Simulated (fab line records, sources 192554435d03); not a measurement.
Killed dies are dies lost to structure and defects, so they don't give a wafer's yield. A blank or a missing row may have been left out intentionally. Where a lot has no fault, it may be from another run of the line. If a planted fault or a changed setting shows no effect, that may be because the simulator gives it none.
fab line records	flow n5-finfet
[record] lots = 10	wafers = 28	last-day = 19
route steps=1938 shown FIN_CUT@165 PASSIVATION@1936
lots untouched by any fault: they come from a run of this same line in which no faults occurred
start-h: the number of hours between the record's first day and the start of the first shown wafer of the lot	wait-h: hours elapsed since this lot's preceding step	" same as the row above	L1.1+2: one row covering several wafers at once	- no value present, or no start provided	* or withheld: withheld	< > ~ a bound
route shown NAME@n: NAME is a module with steps in the file, n the number in the route of the first one	usual: mean/standard deviation of fault-free wafers	same: alike in all rows	chamber/n: place in a boat	sites: the reading at each site	_std_site: standard deviation across them	_edge_site: mean of outer sites minus mean of inner sites	radius-mm: how far each site lies from the wafer's centre	mask NAME#n: copy n	behind: tool/chamber where the wafer was last shaped	hold: cause of the lot's hold/its duration in hours/its outcome	device: which transistor (n, p or np) failed to switch	end of line: the tests these same wafers got at the end of their route	a step with no rows: only its recipe	killed: not the wafer's yield, but the dies lost to structure and defects at the first sort	map: shows each die of a wafer: x if killed, . if not, _ if none is there
set.NAME: the setting that was run; set.NAME@STEP: the one run at that earlier step	model.NAME: the simulator's own value behind a step, which no gauge read
a sample of lots followed through the steps of the route, with each step as a table and each wafer as a row
services: when a tool's chamber went out of use (start-h, in hours from the record's first day, below 0 if earlier), for how many hours, and the reason
[[steps]]
[step N5_FIN_CUT_INSPECT_10]
[recipe] mode = adi	inspect-instrument = brightfield
[usual] raw-defect-count = 43/12
lot.wafer	tool	chamber	start-h	wait-h	raw-defect-count
L900.3	defect-inspect-01	-	64.16	0.0	48
L900.4	"	-	"	"	57
L900.5	"	-	"	"	35
L903.1	defect-inspect-02	-	84.37	0.1	64
L903.4	"	-	"	"	72
L903.5	"	-	"	"	76
L904.4	defect-inspect-02	-	88.08	0.0	30
L904.5	"	-	"	"	50
L904.6	"	-	"	"	43
L905.1	defect-inspect-01	-	93.28	0.1	29
L905.2	"	-	"	"	43
L905.6	"	-	"	"	25
L908.6	defect-inspect-02	-	110.33	0.0	55
L911.2	defect-inspect-02	-	128.14	0.0	38
L911.4	"	-	"	"	41
L911.5	"	-	"	"	42
L913.1	defect-inspect-02	-	141.21	0.1	41
L913.2	"	-	"	"	53
L913.4	"	-	"	"	47
L915.3	defect-inspect-01	-	153.84	0.0	59
L915.4	"	-	"	"	69
L915.5	"	-	"	"	43
L916.2	defect-inspect-01	-	159.20	0.0	43
L916.3	"	-	"	"	42
L916.5	"	-	"	"	24
L917.2	defect-inspect-02	-	165.03	0.0	35
L917.4	"	-	"	"	35
L917.6	"	-	"	"	44
[step N5_FIN_CUT_ETCH_20]
[recipe] chemistry = CF4	target = SiARC	target-depth-a = 260	mask-material = CAR-EUV	time-s = 43.3	ion-energy-ev = 80	pressure-mtorr = 40	source-w = 545	bias-w = 36	Ar_flow_sccm = 100	cf4-flow-sccm = 100	ends = cleared
[usual] bias-w = 36.01/0.11	drypump-motor-current-A = 6.0/0.48	etch-rf-on-time-s = 43.3/1.3	mfc-ar-sccm = 100.0/0.31	oes-product-au = 0.65/0.05	rf-vpp-V = 184.0/1.2	showerhead-plenum-p-Torr = 2.14/0.062	throttle-valve-pct = 15.65/0.16
lot.wafer	tool	chamber	start-h	wait-h	bias-w	drypump-motor-current-A	etch-rf-on-time-s	mfc-ar-sccm	oes-product-au	rf-hours-counter-h	rf-vpp-V	showerhead-plenum-p-Torr	throttle-valve-pct
L900.3	rie-diel-02	2	64.25	0.0	36.21	5.9	41.4	99.8	0.64	175	183.6	2.13	15.66
L900.4	"	2	"	"	36.07	5.9	41.2	99.8	0.64	-	183.7	2.13	15.66
L900.5	"	3	"	"	36.13	6.5	43.3	100.1	0.71	-	184.0	2.07	15.62
L903.1	rie-diel-05	1	84.50	0.0	35.97	5.7	45.0	99.6	0.62	174	183.7	2.06	15.85
L903.4	"	0	"	"	35.99	6.0	42.3	100.2	0.61	240	183.7	2.20	15.65
L903.5	"	3	"	"	35.88	5.2	42.4	100.1	0.65	-	182.9	2.15	15.67
L904.4	rie-diel-02	0	88.16	0.0	35.89	6.6	43.6	99.9	0.64	124	182.9	2.14	15.75
L904.5	"	3	"	"	36.12	6.5	43.8	99.5	0.70	-	183.3	2.07	15.62
L904.6	"	0	"	"	35.88	6.5	43.6	100.5	0.64	-	183.3	2.14	15.75
L905.1	rie-diel-06	1	93.87	0.0	35.82	5.8	45.3	99.8	0.66	123	182.6	2.06	15.29
L905.2	"	0	"	"	36.07	6.5	43.2	100.0	0.80	10	185.0	2.20	15.30
L905.6	"	0	"	"	36.20	6.5	43.0	100.3	0.81	-	183.6	2.20	15.31
L908.6	rie-diel-02	1	110.51	0.0	35.94	5.7	45.6	99.6	0.61	-	185.1	2.22	15.59
L911.2	rie-diel-06	0	128.23	0.0	36.06	6.4	42.7	99.5	0.79	18	183.9	2.20	15.33
L911.4	"	3	"	"	36.10	5.6	42.1	99.7	0.64	153	186.7	2.23	15.77
L911.5	"	0	"	"	35.95	6.5	42.9	99.9	0.80	-	184.6	2.20	15.32
L913.1	rie-diel-06	2	141.30	0.0	35.93	6.7	42.9	100.3	0.61	206	182.2	2.05	15.88
L913.2	"	1	"	"	36.07	5.8	45.6	99.6	0.64	135	184.0	2.06	15.33
L913.4	"	3	"	"	35.90	5.5	42.6	100.1	0.63	156	184.7	2.23	15.80
L915.3	rie-diel-06	3	153.93	0.0	36.09	5.6	41.8	100.0	0.63	159	183.9	2.23	15.80
L915.4	"	0	"	"	35.99	6.5	42.9	100.1	0.78	25	184.3	2.20	15.33
L915.5	"	2	"	"	35.96	6.7	43.1	99.9	0.61	-	181.8	2.05	15.89
L916.2	rie-diel-05	1	159.75	0.0	35.94	5.7	45.6	99.9	0.60	196	182.9	2.05	15.92
L916.3	"	3	"	"	36.14	5.2	42.9	100.4	0.64	185	184.3	2.15	15.74
L916.5	"	3	"	"	36.04	5.2	42.4	100.3	0.64	-	185.4	2.15	15.71
L917.2	rie-diel-05	3	165.12	0.0	36.06	5.2	42.7	99.9	0.63	186	184.3	2.15	15.74
L917.4	"	2	"	"	35.98	6.7	43.2	99.5	0.60	222	185.4	2.13	15.67
L917.6	"	1	"	"	35.96	5.7	45.7	99.8	0.60	-	181.8	2.05	15.90
[step N5_FIN_CUT_STRIP_24]
[recipe] chemistry = CF4	resist = SiARC	power-w = 300	bias-power-w = 75	pressure-mtorr = 50	cf4-flow-sccm = 150	rf-frequency-hz = 6e+07
[usual] drypump-motor-current-A = 6.0/0.48	oes-product-au = 0.75/0.055	rf-vpp-V = 271.0/1.4	showerhead-plenum-p-Torr = 1.79/0.053	throttle-valve-pct = 13.63/0.16
lot.wafer	tool	chamber	start-h	wait-h	drypump-motor-current-A	oes-product-au	rf-hours-counter-h	rf-vpp-V	showerhead-plenum-p-Torr	throttle-valve-pct
L900.3	rie-diel-02	2	64.61	0.0	5.8	0.72	175	270.5	1.78	13.65
L900.4	"	2	"	"	5.8	0.71	-	271.4	1.78	13.65
L900.5	"	3	"	"	6.5	0.82	-	271.6	1.74	13.60
L903.1	rie-diel-05	1	84.86	0.0	5.7	0.73	174	270.4	1.72	13.81
L903.4	"	0	"	"	5.9	0.70	240	271.5	1.86	13.71
L903.5	"	3	"	"	5.2	0.75	-	270.9	1.80	13.63
L904.4	rie-diel-02	0	88.53	0.0	6.5	0.76	124	271.2	1.78	13.68
L904.5	"	3	"	"	6.5	0.81	-	270.3	1.74	13.62
L904.6	"	0	"	"	6.5	0.75	-	272.9	1.78	13.69
L905.1	rie-diel-06	1	94.24	0.0	5.8	0.78	124	268.9	1.73	13.31
L905.2	"	0	"	"	6.4	0.93	10	270.5	1.84	13.25
L905.6	"	0	"	"	6.4	0.93	-	271.5	1.84	13.23
L908.6	rie-diel-02	1	110.87	0.0	5.7	0.74	-	273.3	1.86	13.57
L911.2	rie-diel-06	0	128.59	0.0	6.5	0.91	19	270.7	1.84	13.27
L911.4	"	3	"	"	5.6	0.72	153	272.8	1.87	13.76
L911.5	"	0	"	"	6.4	0.91	-	273.1	1.84	13.27
L913.1	rie-diel-06	2	141.66	0.0	6.7	0.72	206	270.1	1.73	13.88
L913.2	"	1	"	"	5.7	0.76	135	270.4	1.73	13.32
L913.4	"	3	"	"	5.6	0.72	156	272.3	1.87	13.74
L915.3	rie-diel-06	3	154.29	0.0	5.6	0.71	159	273.6	1.87	13.75
L915.4	"	0	"	"	6.5	0.89	25	272.5	1.84	13.27
L915.5	"	2	"	"	6.7	0.71	-	270.4	1.72	13.89
L916.2	rie-diel-05	1	160.12	0.0	5.7	0.72	196	269.1	1.71	13.86
L916.3	"	3	"	"	5.2	0.73	185	270.0	1.79	13.71
L916.5	"	3	"	"	5.2	0.73	-	271.4	1.79	13.69
L917.2	rie-diel-05	3	165.48	0.0	5.2	0.73	186	270.8	1.79	13.69
L917.4	"	2	"	"	6.7	0.70	222	270.1	1.79	13.70
L917.6	"	1	"	"	5.7	0.72	-	269.6	1.71	13.88
[step N5_FIN_CUT_STRIP_22]
[recipe] chemistry = N2/H2	power-w = 500	temp-c = 40	pressure-mtorr = 50	rf-frequency-hz = 6e+07	overash-fraction = 0.3	bias-power-w = 8	h2-frac = 0.5	n2-flow-sccm = 300	h2-flow-sccm = 300
[usual] drypump-motor-current-A = 6.1/0.48	oes-product-au = 0.76/0.067	rf-vpp-V = 54.2/2.3	showerhead-plenum-p-Torr = 3.34/0.095	temp-c = 40.01/0.11	throttle-valve-pct = 19.03/0.28
lot.wafer	tool	chamber	start-h	wait-h	drypump-motor-current-A	oes-product-au	rf-hours-counter-h	rf-vpp-V	showerhead-plenum-p-Torr	temp-c	throttle-valve-pct
L900.3	rie-diel-02	1	65.21	0.3	5.7	0.73	142	57.1	3.49	40.06	18.99
L900.4	"	1	"	"	5.7	0.74	-	53.2	3.50	39.97	19.02
L900.5	"	2	"	"	5.9	0.72	-	53.6	3.35	40.05	18.77
L903.1	rie-diel-05	3	85.34	0.2	5.2	0.75	163	55.8	3.34	39.81	19.14
L903.4	"	0	"	"	6.0	0.72	241	57.1	3.44	39.97	18.91
L903.5	"	3	"	"	5.2	0.76	-	53.4	3.34	40.00	19.14
L904.4	rie-diel-02	0	88.86	0.0	6.6	0.76	124	50.8	3.38	39.94	19.12
L904.5	"	2	"	"	5.8	0.73	-	55.8	3.34	40.14	18.80
L904.6	"	3	"	"	6.6	0.83	-	50.3	3.26	40.12	19.51
L905.1	rie-diel-02	2	94.63	0.1	5.8	0.72	188	54.7	3.34	40.01	18.83
L905.2	"	0	"	"	6.6	0.76	127	54.8	3.38	39.83	19.12
L905.6	"	0	"	"	6.6	0.75	-	56.1	3.38	39.88	19.10
L908.6	rie-diel-02	0	111.22	0.0	6.5	0.75	-	54.6	3.37	39.85	19.08
L911.2	rie-diel-06	0	128.92	0.0	6.5	0.94	19	55.6	3.42	40.06	19.11
L911.4	"	3	"	"	5.6	0.72	153	53.9	3.48	39.85	18.95
L911.5	"	0	"	"	6.5	0.92	-	53.5	3.42	40.05	19.11
L913.1	rie-diel-05	2	142.05	0.1	6.8	0.72	215	51.8	3.35	40.00	18.68
L913.2	"	1	"	"	5.7	0.72	190	57.4	3.22	40.07	19.40
L913.4	"	3	"	"	5.1	0.74	-	50.3	3.33	39.94	19.16
L915.3	rie-diel-05	0	154.63	0.0	6.0	0.97	2	52.7	3.43	40.11	18.55
L915.4	"	3	"	"	5.2	0.74	183	54.3	3.33	40.04	19.18
L915.5	"	1	"	"	5.7	0.70	-	52.6	3.22	39.95	19.36
L916.2	rie-diel-06	1	160.46	0.1	5.8	0.78	140	55.8	3.25	40.17	18.75
L916.3	"	3	"	"	5.6	0.72	162	56.8	3.48	40.03	18.93
L916.5	"	3	"	"	5.6	0.71	-	55.3	3.48	39.85	18.94
L917.2	rie-diel-02	2	165.81	0.0	5.9	0.72	209	55.5	3.33	40.16	18.82
L917.4	"	1	"	"	5.7	0.70	168	52.5	3.48	39.92	19.03
L917.6	"	2	"	"	5.9	0.69	-	50.7	3.33	40.17	18.79
[step N5_FIN_CUT_INSPECT_17]
[recipe] inspect-instrument = brightfield	mode = aei
[usual] raw-defect-count = 247/75
lot.wafer	tool	chamber	start-h	wait-h	raw-defect-count
L900.3	defect-inspect-02	-	65.37	0.0	214
L900.4	"	-	"	"	302
L900.5	"	-	"	"	280
L903.1	defect-inspect-01	-	85.50	0.0	444
L903.4	"	-	"	"	380
L903.5	"	-	"	"	486
L904.4	defect-inspect-02	-	89.03	0.0	178
L904.5	"	-	"	"	291
L904.6	"	-	"	"	208
L905.1	defect-inspect-01	-	94.79	0.0	148
L905.2	"	-	"	"	169
L905.6	"	-	"	"	151
L908.6	defect-inspect-01	-	111.37	0.0	636
L911.2	defect-inspect-01	-	129.09	0.0	232
L911.4	"	-	"	"	281
L911.5	"	-	"	"	255
L913.1	defect-inspect-02	-	142.21	0.0	228
L913.2	"	-	"	"	334
L913.4	"	-	"	"	238
L915.3	defect-inspect-01	-	154.79	0.0	257
L915.4	"	-	"	"	365
L915.5	"	-	"	"	253
L916.2	defect-inspect-01	-	160.62	0.0	208
L916.3	"	-	"	"	243
L916.5	"	-	"	"	174
L917.2	defect-inspect-01	-	165.98	0.0	200
L917.4	"	-	"	"	187
L917.6	"	-	"	"	311
[step N5_PASSIVATION_PROBE_49]
[usual] defect-limited-yield = 91.3/1.4	killed_at_M0_to_M3 = 33/11	killed_at_M4_up = 15/6.2	killed-at-contacts = 13/6.5	killed-at-front-end = 38/11	killed-at-other = 3.4/2.6	killed-dies = 102/17	killed-open = 67/12	killed-short = 34/7.9	sort_bin_5_function = 5.1/0.88	sort_bin_6_memory = 3.3/0.65	sort-n-pass = 1078/17	sort-yield-pct = 91.3/1.4
[same] gross-dies = 1180	killed-at-back-side = 0	sort_bin_4_leakage[%] = 0	sort_bin_8_speed[%] = 0
lot.wafer	tool	chamber	start-h	wait-h	defect-limited-yield[%]	killed_at_M0_to_M3	killed_at_M4_up	killed-at-contacts	killed-at-front-end	killed-at-other	killed-dies	killed-open	killed-short	sort_bin_5_function[%]	sort_bin_6_memory[%]	sort-n-pass	sort-yield-pct[%]
L903.1	prober-02	-	340.67	0.3	89.9	36	11	11	60	1	119	70	45	6.2	3.4	1061	89.9
L903.4	prober-02	-	340.82	0.5	89.7	43	5	8	57	9	122	68	47	5.0	4.7	1058	89.7
L903.5	prober-02	-	340.87	0.5	91.0	28	13	8	55	2	106	70	31	4.7	3.6	1074	91.0
L900.3	prober-01	-	346.12	0.1	90.5	48	11	17	31	5	112	73	36	5.0	3.8	1068	90.5
L900.4	prober-01	-	346.17	0.2	91.4	36	10	18	29	9	102	76	26	5.5	3.1	1078	91.4
L900.5	prober-01	-	346.22	0.2	90.9	31	19	24	27	6	107	80	26	5.1	3.6	1073	90.9
L904.4	prober-02	-	351.51	0.2	93.1	33	10	3	34	1	81	48	32	3.8	2.7	1099	93.1
L904.5	prober-02	-	351.56	0.2	92.9	29	18	3	32	2	84	56	28	4.1	3.0	1096	92.9
L904.6	prober-02	-	351.61	0.3	91.0	37	16	8	41	4	106	62	43	5.3	3.4	1074	91.0
L911.2	prober-02	-	392.57	0.1	91.3	27	21	9	42	4	103	73	26	4.7	3.6	1077	91.3
L911.4	prober-02	-	392.67	0.2	89.7	20	26	14	55	7	122	73	47	5.6	4.0	1058	89.7
L911.5	prober-02	-	392.72	0.2	90.8	23	21	23	41	0	108	81	27	5.2	3.8	1072	90.8
L913.1	prober-02	-	435.84	0.0	91.5	26	12	16	42	4	100	72	28	4.7	3.6	1080	91.5
L913.2	prober-02	-	435.89	0.1	89.2	39	10	19	55	5	128	73	45	5.9	4.2	1052	89.2
L913.4	prober-02	-	435.99	0.2	91.5	33	5	17	44	1	100	63	31	4.7	3.2	1080	91.5
L915.3	prober-02	-	455.84	0.1	94.4	27	9	6	22	2	66	41	25	3.1	2.5	1114	94.4
L915.4	prober-02	-	455.89	0.2	93.6	26	14	4	31	1	76	52	24	3.7	2.6	1104	93.6
L915.5	prober-02	-	455.94	0.2	93.7	24	22	6	22	0	74	43	31	3.6	2.5	1106	93.7
// killed by level:class
L903.1 FIN_SAQP:geometric-particle:short=18 FIN_SAQP:geometric-particle:open=13 STI_FIN_REVEAL:geometric-particle:open=11 BEOL_M0_SAQP:geometric-particle:open=10 BEOL_M0_SAQP:geometric-particle:short=8 MOL_CONTACT_COAG:geometric-particle:open=7 BEOL_M2:geometric-particle:open=5 GATE_CUT:geometric-particle:short=4
L903.4 FIN_SAQP:geometric-particle:short=19 FIN_SAQP:geometric-particle:open=12 BEOL_M1:geometric-particle:open=12 BEOL_M0_SAQP:geometric-particle:short=10 STI_FIN_REVEAL:geometric-particle:open=8 BEOL_M3:geometric-particle:open=8 MOL_CONTACT_COAG:geometric-particle:open=7 BEOL_M0_SAQP:geometric-particle:open=6
L903.5 FIN_SAQP:geometric-particle:open=16 STI_FIN_REVEAL:geometric-particle:open=10 FIN_SAQP:geometric-particle:short=9 BEOL_M1:geometric-particle:open=9 MOL_CONTACT_COAG:geometric-particle:open=6 BEOL_M0_SAQP:geometric-particle:open=6 BEOL_M5:geometric-particle:open=6 DUMMY_GATE:geometric-particle:open=4
L900.3 MOL_CONTACT_COAG:geometric-particle:open=15 BEOL_M2:geometric-particle:open=10 BEOL_M0_SAQP:geometric-particle:open=8 BEOL_M1:geometric-particle:open=8 BEOL_M0_SAQP:geometric-particle:short=7 BEOL_M1:geometric-particle:short=6 BEOL_M4:geometric-particle:open=6 STARTING-WAFER:geometric-particle:short=6
L900.4 MOL_CONTACT_COAG:geometric-particle:open=15 BEOL_M1:geometric-particle:open=11 FIN_SAQP:geometric-particle:open=10 BEOL_M0_SAQP:geometric-particle:open=9 BEOL_M3:geometric-particle:open=6 STI_FIN_REVEAL:geometric-particle:open=5 PASS1_CAP:geometric-particle:short=4 DUMMY_GATE:geometric-particle:open=3
L900.5 MOL_CONTACT_COAG:geometric-particle:open=19 BEOL_M4:geometric-particle:open=11 BEOL_M3:geometric-particle:open=8 STARTING-WAFER:geometric-particle:open=7 BEOL_M2:geometric-particle:open=6 MOL_CONTACT_COAG:geometric-particle:short=5 BEOL_M0_SAQP:geometric-particle:open=5 DUMMY_GATE:geometric-particle:open=4
L904.4 BEOL_M0_SAQP:geometric-particle:open=11 BEOL_M0_SAQP:geometric-particle:short=9 DUMMY_GATE:geometric-particle:open=6 GATE_CUT:geometric-particle:short=5 BEOL_M4:geometric-particle:open=5 FIN_SAQP:geometric-particle:open=4 BEOL_M3:geometric-particle:open=4 FIN_SAQP:geometric-particle:short=3
L904.5 BEOL_M0_SAQP:geometric-particle:open=14 FIN_SAQP:geometric-particle:open=11 FIN_SAQP:geometric-particle:short=8 BEOL_M4:geometric-particle:open=7 BEOL_M0_SAQP:geometric-particle:short=6 BEOL_M5:geometric-particle:open=6 BEOL_M1:geometric-particle:open=3 BEOL_M4:geometric-particle:short=3
L904.6 BEOL_M0_SAQP:geometric-particle:short=11 ILD0:geometric-particle:short=10 BEOL_M4:geometric-particle:open=10 BEOL_M0_SAQP:geometric-particle:open=9 FIN_SAQP:geometric-particle:open=7 MOL_CONTACT_COAG:geometric-particle:open=7 ILD0:geometric-particle:open=4 GATE_CUT:geometric-particle:short=4
L911.2 BEOL_M2:geometric-particle:open=11 BEOL_M4:geometric-particle:open=11 STI_FIN_REVEAL:geometric-particle:open=8 BEOL_M0_SAQP:geometric-particle:open=7 GATE_CUT:geometric-particle:short=7 FIN_SAQP:geometric-particle:open=6 MOL_CONTACT_COAG:geometric-particle:open=6 BEOL_M0_SAQP:geometric-particle:short=4
L911.4 BEOL_M4:geometric-particle:open=16 FIN_SAQP:geometric-particle:short=12 MOL_CONTACT_COAG:geometric-particle:open=11 GATE_CUT:geometric-particle:short=10 FIN_SAQP:geometric-particle:open=8 STI_FIN_REVEAL:geometric-particle:open=7 BEOL_M0_SAQP:geometric-particle:short=5 BEOL_M2:geometric-particle:open=4
L911.5 MOL_CONTACT_COAG:geometric-particle:open=19 BEOL_M4:geometric-particle:open=16 FIN_SAQP:geometric-particle:open=11 GATE_CUT:geometric-particle:short=9 BEOL_M2:geometric-particle:open=9 STI_FIN_REVEAL:geometric-particle:open=7 STARTING-WAFER:geometric-particle:open=6 MOL_CONTACT_COAG:geometric-particle:short=4
L913.1 FIN_SAQP:geometric-particle:open=13 MOL_CONTACT_COAG:geometric-particle:open=11 BEOL_M2:geometric-particle:open=10 BEOL_M4:geometric-particle:open=6 FIN_SAQP:geometric-particle:short=5 GATE_CUT:geometric-particle:short=5 GATE_CUT:geometric-particle:open=5 MOL_CONTACT_COAG:geometric-particle:short=5
L913.2 MOL_CONTACT_COAG:geometric-particle:open=16 FIN_SAQP:geometric-particle:short=13 FIN_SAQP:geometric-particle:open=9 GATE_CUT:geometric-particle:short=9 BEOL_M2:geometric-particle:open=9 BEOL_M3:geometric-particle:open=8 HKMG_FIN:area-etch=8 BEOL_M1:geometric-particle:open=7
L913.4 MOL_CONTACT_COAG:geometric-particle:open=14 FIN_SAQP:geometric-particle:open=9 BEOL_M2:geometric-particle:open=7 STI_FIN_REVEAL:geometric-particle:open=6 BEOL_M0_SAQP:geometric-particle:short=6 FIN_SAQP:geometric-particle:short=5 BEOL_M0_SAQP:geometric-particle:open=5 BEOL_M0:geometric-particle:open=5
L915.3 BEOL_M2:geometric-particle:open=7 GATE_CUT:geometric-particle:short=6 BEOL_M3:geometric-particle:open=6 BEOL_M1:geometric-particle:open=5 MOL_CONTACT_COAG:geometric-particle:open=4 FIN_SAQP:geometric-particle:open=3 BEOL_M0_SAQP:geometric-particle:short=3 BEOL_M4:geometric-particle:open=3
L915.4 BEOL_M1:geometric-particle:open=10 FIN_SAQP:geometric-particle:open=6 DUMMY_GATE:geometric-particle:open=6 STARTING-WAFER:geometric-particle:short=6 BEOL_M4:geometric-particle:open=4 BEOL_M3:geometric-particle:open=4 STARTING-WAFER:geometric-particle:open=4 DUMMY_GATE:geometric-particle:short=3
L915.5 BEOL_M4:geometric-particle:open=10 FIN_SAQP:geometric-particle:short=8 BEOL_M0_SAQP:geometric-particle:short=5 BEOL_M0_SAQP:geometric-particle:open=4 BEOL_M1:geometric-particle:open=4 BEOL_M3:geometric-particle:open=4 BEOL_M7:geometric-particle:open=4 GATE_CUT:geometric-particle:short=3
[[services]]
tool	chamber	start-h	hours	kind
rie-diel-06	0	51.53	-	clean
rie-diel-06	0	51.53	-	consumable-replace:focus-ring
rie-diel-06	0	51.53	14.0	scheduled-down
rie-diel-06	0	51.53	14.0	vent-cycle
rie-diel-05	-	51.87	28.1	pm
rie-diel-02	0	52.41	13.2	repair
rie-diel-02	1	93.14	16.4	repair
rie-diel-05	0	122.27	-	clean
rie-diel-05	0	122.27	-	consumable-replace:focus-ring
rie-diel-05	0	122.27	24.0	scheduled-down
rie-diel-05	0	122.27	24.0	vent-cycle
[[key]]
[first-sign] step = N5_FIN_CUT_INSPECT_17	reading = raw-defect-count	direction = up	sigmas = 5.2	usual = 247	struck = 636
effect none on later readings
met-at N5_FIN_CUT_ETCH_20
struck-lots L908
struck-wafers L908.6
rows-end L908.6
not-acting-at N5_FIN_CUT_INSPECT_10,N5_FIN_CUT_STRIP_24,N5_FIN_CUT_STRIP_22
[fault] kind = chamber-particle-source	tool = rie-diel-02	chamber = 1	onset-h = 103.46	steps = N5_FIN_CUT_ETCH_20	rate-per-visit-cm2 = 0.46469
// rows-end: these wafers met a further fault down the route, and their rows from its step on are left out
